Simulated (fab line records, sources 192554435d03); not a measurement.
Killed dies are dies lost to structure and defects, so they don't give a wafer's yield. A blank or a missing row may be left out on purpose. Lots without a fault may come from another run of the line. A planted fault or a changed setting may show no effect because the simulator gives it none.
Chamber matching | flow n5_finfet | N5_BEOL_M5_ETCH_67 on rie_diel-04: 4 sister chambers
The step etches SiARC in CF4, target depth 15.6 nm, time 26 s. 4 wafers are shown with their chamber, then 8 later ones without.

WAFERS WITH THEIR CHAMBER
wafer  | chamber | drypump_motor_current_A (A)
L081.3 | 0       | 5.7
L083.2 | 3       | 5.2
L083.6 | 1       | 5.7
L084.1 | 2       | 6.2

WAFERS WITHOUT THEIR CHAMBER
wafer  | drypump_motor_current_A (A)
L084.3 | 5.2
L084.5 | 5.2
L085.1 | 5.2
L085.3 | 5.6
L085.4 | 5.6
L096.3 | 5.8
L096.4 | 5.7
L096.6 | 5.8

WHICH CHAMBER EACH WENT THROUGH
wafer  | from the rows above     | in truth
L084.3 | 3                       | 3
L084.5 | 3                       | 3
L085.1 | 3                       | 3
L085.3 | can't be placed: 0 or 1 | 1
L085.4 | can't be placed: 0 or 1 | 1
L096.3 | can't be placed: 0 or 1 | 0
L096.4 | can't be placed: 0 or 1 | 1
L096.6 | can't be placed: 0 or 1 | 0
Placed correctly: 3 of 8. Can't be placed from these rows: 5 (the true chamber is among the candidates in 5). Placed wrongly: 0.
How it was worked out, from the rows above alone: a wafer's distance from a chamber is the root of the sum, over the readings, of the square of ((its reading less the chamber's mean) divided by the reading's scatter). The wafer belongs to the nearest chamber; if the next one is less than 2 further off, it can't be placed. A chamber's mean is the mean of its shown wafers. The scatter: with one shown wafer a chamber, the root of the mean of the squares of how far each hidden wafer lies from its nearest shown one.
